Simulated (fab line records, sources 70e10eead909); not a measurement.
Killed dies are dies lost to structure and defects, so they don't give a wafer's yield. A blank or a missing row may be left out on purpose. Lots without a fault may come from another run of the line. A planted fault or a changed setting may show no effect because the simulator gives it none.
Which tool did it? | flow nand_harc | 6 lots, 18 wafers sampled, at 4 steps of a route of 1302

WHAT THE GAUGES READ, wafer by wafer
NHARC_P_M0_CD_MEAS_09: target cd 90 nm.
lot  | measured     | on        | cd_nm (nm)
L550 | day 7 06:01  | cd_sem-01 | 90.8 90.5 90.9
L556 | day 9 14:10  | cd_sem-03 | 89.2 90.3 89.0
L558 | day 10 18:07 | cd_sem-03 | 89.0 88.7 88.7
L561 | day 12 08:00 | cd_sem-02 | 90.0 89.8 89.6
L569 | day 14 22:51 | cd_sem-01 | 98.4 97.8 97.9 97.8 97.6 97.8
L571 | day 15 14:28 | cd_sem-01 | 96.4 95.8 96.8 96.0 96.5 96.4

WHICH TOOL RAN EACH LOT (tool, then ch and the chambers of the sampled wafers, then the start)
lot  | NHARC_P_CONTACT_ETCH_36                       | NHARC_P_CONTACT_CVD_23                   | NHARC_P_M0_PEB_07
L550 | rie_diel-08 ch 0,2,3, day 7 05:07 or earlier  | cvd_w-02 ch 0,1, day 7 05:07 or earlier  | litho_track-04 ch 0, day 7 05:56
L556 | rie_diel-08 ch 2,3, day 9 13:16 or earlier    | cvd_w-01 ch 0,1, day 9 13:16 or earlier  | litho_track-06 ch 0, day 9 14:05
L558 | rie_diel-08 ch 1,2, day 10 17:13 or earlier   | cvd_w-01 ch 0,1, day 10 17:13 or earlier | litho_track-06 ch 0, day 10 18:02
L561 | rie_diel-13 ch 0,1,3, day 12 07:05 or earlier | cvd_w-01 ch 0,1, day 12 07:05 or earlier | litho_track-06 ch 0, day 12 07:55
L569 | rie_diel-08 ch 0,1,3, day 14 21:57 or earlier | cvd_w-01 ch 0,1, day 14 21:57 or earlier | litho_track-06 ch 0, day 14 22:46
L571 | rie_diel-10 ch 0,1,2, day 15 13:41 or earlier | cvd_w-02 ch 0,1, day 15 13:41 or earlier | litho_track-06 ch 0, day 15 14:23
- NHARC_P_CONTACT_ETCH_36: etches the open film in N2/H2, target depth 260 nm, time 406.25 s.
- NHARC_P_CONTACT_CVD_23: deposits W, target thk 200 nm, time 557 s.
- NHARC_P_M0_PEB_07: peb time 65 s.

THE ANSWER, worked out from the rows above alone
Rule: what is usual is taken from the lots themselves. Put in order of their means at a reading, lots are off if they are a third of the lots or fewer, leave a main group of 4 or more, and stand apart from it by a gap of 3 or more times the standard deviation of the main group's means; of several such gaps the widest counts. A main group whose means are all the same, to the digits that the tables above print for the reading, isn't used. A lot without any number at a reading at which 4 lots or more have one is off too. The other lots that the step has rows for count as sound.
Off: L569, L571, at NHARC_P_M0_CD_MEAS_09 (cd_nm). The main group: mean 89.7 nm, standard deviation 0.69.
A tool fits if, at a process step before that reading, it ran every lot that is off, and no sound lot after the first of them. The gauges at NHARC_P_M0_CD_MEAS_09 are tried like those tools. NHARC_P_CONTACT_ETCH_36 gives no start for some lots, so the hours and the order of its lots are those of NHARC_P_CONTACT_INSPECT_27. NHARC_P_CONTACT_CVD_23 gives no start for some lots, so the hours and the order of its lots are those of NHARC_P_CONTACT_INSPECT_27. Can't be told from this: 2 tools fit, litho_track-06 at NHARC_P_M0_PEB_07, cd_sem-01 at NHARC_P_M0_CD_MEAS_09.

WHAT THE SIMULATOR HAD PUT IN
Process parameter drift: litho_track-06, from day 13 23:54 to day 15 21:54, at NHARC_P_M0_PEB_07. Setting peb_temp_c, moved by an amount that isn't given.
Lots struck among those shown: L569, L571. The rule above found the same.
